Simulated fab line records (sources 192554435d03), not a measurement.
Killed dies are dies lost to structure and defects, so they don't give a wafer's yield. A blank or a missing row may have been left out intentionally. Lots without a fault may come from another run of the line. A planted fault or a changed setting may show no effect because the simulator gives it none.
Chamber matching	flow n5 finfet	ald sin-03 running N5_GATE_CUT_ALD_22: 4 sister chambers
The step deposits SiNx, target thk 16 nm, pulse time 1 s, ald cycles 320. 4 wafers are shown with their chamber, then 9 later ones without.

## WAFERS PAIRED WITH THEIR CHAMBERS
wafer	chamber	heater power outer w (W)
L085.1	0	466
L085.2	1	526
L088.2	3	506
L088.5	2	501

## WAFERS WITH NO CHAMBER GIVEN
wafer	heater power outer w (W)
L093.1	498
L093.4	508
L093.5	526
L094.1	465
L094.5	469
L094.6	520
L096.1	517
L096.3	475
L096.5	515

## WHICH CHAMBER EACH ONE RAN IN
wafer	from the rows above	in truth
L093.1	can't be placed: 2 or 3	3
L093.4	can't be placed: 3 or 2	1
L093.5	1	1
L094.1	0	0
L094.5	0	0
L094.6	can't be placed: 1 or 3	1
L096.1	can't be placed: 1 or 3 or 2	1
L096.3	0	0
L096.5	can't be placed: 3 or 1 or 2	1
4 of 9 placed correctly. Unplaceable from these rows: 5, with the true chamber sitting among the candidates in 4. Wrongly placed: 0.
How it was worked out, from the rows above alone: a wafer's distance from a chamber is the root of the sum, over the readings, of the square of ((its reading less the chamber's mean) divided by the reading's scatter). The wafer belongs to the nearest chamber; if the next one is less than 2 further off, it can't be placed. The mean given for a chamber averages the wafers shown for that chamber. The scatter (one wafer shown for each chamber): square how far every hidden wafer sits from the nearest shown wafer, average those squares and take the square root.
